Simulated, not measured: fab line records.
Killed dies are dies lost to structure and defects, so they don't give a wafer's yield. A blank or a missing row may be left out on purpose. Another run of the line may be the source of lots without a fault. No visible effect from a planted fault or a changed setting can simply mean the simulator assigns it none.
Split-lot study	flow n5_finfet	21 wafers read from 7 lots, route of 1938 steps

THE SPLIT
At N5_BEOL_M4_COAT_73 (time 60 s, resist thk 5 nm), the setting spin_rpm was moved away from the recipe's 1500 rpm on 7 of the 21 wafers read, by -3.8% to +10.9%. All remaining wafers had this setting at the recipe value.

FROM THE SPLIT TO THE READING: what the file shows between them, 4 steps
- N5_BEOL_M4_EXPOSE_08: exposes mask M4 (also split here: dose_mj)
- N5_BEOL_M4_PEB_09: peb time 60 s
- N5_BEOL_M4_DEVELOP_10: develop time 30 s
- N5_BEOL_M4_DESCUM_16: chemistry O2, time 7 s

THE READING
etch.depth_nm (the simulator's own value, which no gauge read), in nm, at N5_BEOL_M4_ETCH_74 (etches underlayer in N2/H2, target depth 6.5 nm, time 5.2 s). The file does not state a usual value for it. Here, 14 wafers ran the recipe; their average is 5.009 nm with a standard deviation of 0.01 nm.

wafer	tool, chamber at the split	spin_rpm as run, rpm	against the recipe	etch.depth_nm, nm	against lot-mates on the recipe
L077.1	litho_track-03, 0	1500	recipe	5.017	-
L077.5	litho_track-03, 0	1664	+10.9%	4.777	-0.240
L077.6	litho_track-03, 0	1664	+10.9%	4.764	-0.253
L080.1	litho_track-02, 0	1565	+4.3%	4.889	-0.106
L080.3	litho_track-02, 0	1500	recipe	4.998	-
L080.6	litho_track-02, 0	1500	recipe	4.992	-
L081.1	litho_track-04, 0	1651	+10.1%	4.8	-0.212
L081.2	litho_track-04, 0	1500	recipe	5.012	-
L081.5	litho_track-04, 0	1651	+10.1%	4.787	-0.225
L082.2	litho_track-04, 0	1500	recipe	5.024	-
L082.3	litho_track-04, 0	1500	recipe	5	-
L082.4	litho_track-04, 0	1500	recipe	5.014	-
L086.2	litho_track-04, 0	1651	+10.1%	4.779	-0.223
L086.5	litho_track-04, 0	1500	recipe	5.002	-
L086.6	litho_track-04, 0	1500	recipe	5.001	-
L091.3	litho_track-02, 0	1500	recipe	5.012	-
L091.4	litho_track-02, 0	1500	recipe	5.014	-
L091.6	litho_track-02, 0	1500	recipe	5.03	-
L093.2	litho_track-03, 0	1500	recipe	5.008	-
L093.3	litho_track-03, 0	1500	recipe	5.003	-
L093.5	litho_track-03, 0	1443	-3.8%	5.105	+0.100

FIT RESULTS
A straight line over all 21 wafers: etch.depth_nm changes by -0.0221 nm for each +1% of spin_rpm; r = -0.99; the points scatter about the line by 0.011 nm.
The same after taking each lot's own level away (the mean of its wafers on the recipe; 21 wafers): -0.0224 nm for each +1%; r = -1.00; scatter 0.0075 nm.
According to that fit, moving spin_rpm by its largest amount changes the reading by 0.25 nm.
The span of the lots' own levels, 4.9950 to 5.0187 nm, comes to 2.3 times the standard deviation stated above.
So the lot-to-lot level changes the slope little: the two slopes agree.
Check: -0.245 nm against its lot-mates is what the line predicts for one of the wafers moved furthest among these (+10.9%) when that wafer is left out of the fit. Against them it came out at -0.24 nm.

THESE WAFERS: OTHER SPLITS
Other splits were also applied to these wafers ahead of the reading. Each is held against what the fit with the lots' levels taken away leaves over:
other split on the same wafers	wafers away from the commonest value	r with etch.depth_nm (lot level and that fit taken away)
N5_BEOL_M0_ETCH_138 bias_w	8	+0.03
N5_BEOL_M1_COAT_61 spin_rpm	8	-0.03
N5_BEOL_M1_COAT_62 spin_rpm	6	+0.34
N5_BEOL_M2_EXPOSE_08 dose_mj	7	-0.22
N5_BEOL_M2_DESCUM_16 time_s	4	+0.23
N5_BEOL_M3_VIA_ETCH_34 time_s	4	-0.01
N5_BEOL_M3_TRENCH_ETCH_37 source_w	8	-0.18
N5_BEOL_M4_EXPOSE_08 dose_mj	8	+0.23

THE FILE'S OWN FIT
etch.depth_nm changes by -0.0224 nm for each +1% of spin_rpm, r = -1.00.
